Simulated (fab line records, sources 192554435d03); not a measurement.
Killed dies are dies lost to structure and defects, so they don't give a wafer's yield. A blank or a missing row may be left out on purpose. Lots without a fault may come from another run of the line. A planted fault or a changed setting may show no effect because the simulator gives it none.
Chamber matching | flow n5_finfet | N5_BEOL_M2_CO_CAP_55 on cvd_co-02: 3 sister chambers
The step material Co, precursor CCTBA/H2, target thk 2 nm, time 102.1 s. 6 wafers are shown with their chamber, then 10 later ones without.

WAFERS WITH THEIR CHAMBER
wafer  | chamber | heater_power_w (W)
L086.3 | 1       | 232
L089.1 | 1       | 232
L089.2 | 0       | 270
L089.3 | 2       | 225
L090.1 | 0       | 266
L090.3 | 2       | 229

WAFERS WITHOUT THEIR CHAMBER
wafer  | heater_power_w (W)
L090.5 | 271
L092.1 | 269
L092.2 | 231
L092.4 | 224
L095.2 | 233
L095.5 | 229
L095.6 | 268
L096.4 | 237
L096.5 | 227
L096.6 | 271

WHICH CHAMBER EACH WENT THROUGH
wafer  | from the rows above     | in truth
L090.5 | 0                       | 0
L092.1 | 0                       | 0
L092.2 | can't be placed: 1 or 2 | 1
L092.4 | 2                       | 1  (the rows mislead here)
L095.2 | 1                       | 1
L095.5 | can't be placed: 2 or 1 | 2
L095.6 | 0                       | 0
L096.4 | 1                       | 1
L096.5 | 2                       | 2
L096.6 | 0                       | 0
Placed correctly: 7 of 10. Can't be placed from these rows: 2 (the true chamber is among the candidates in 2). Placed wrongly: 1.
How it was worked out, from the rows above alone: a wafer's distance from a chamber is the root of the sum, over the readings, of the square of ((its reading less the chamber's mean) divided by the reading's scatter). The wafer belongs to the nearest chamber; if the next one is less than 2 further off, it can't be placed. A chamber's mean is the mean of its shown wafers. The scatter: the root of (the sum of the squares of (reading less its chamber's mean) over the shown wafers, divided by (wafers less chambers)).
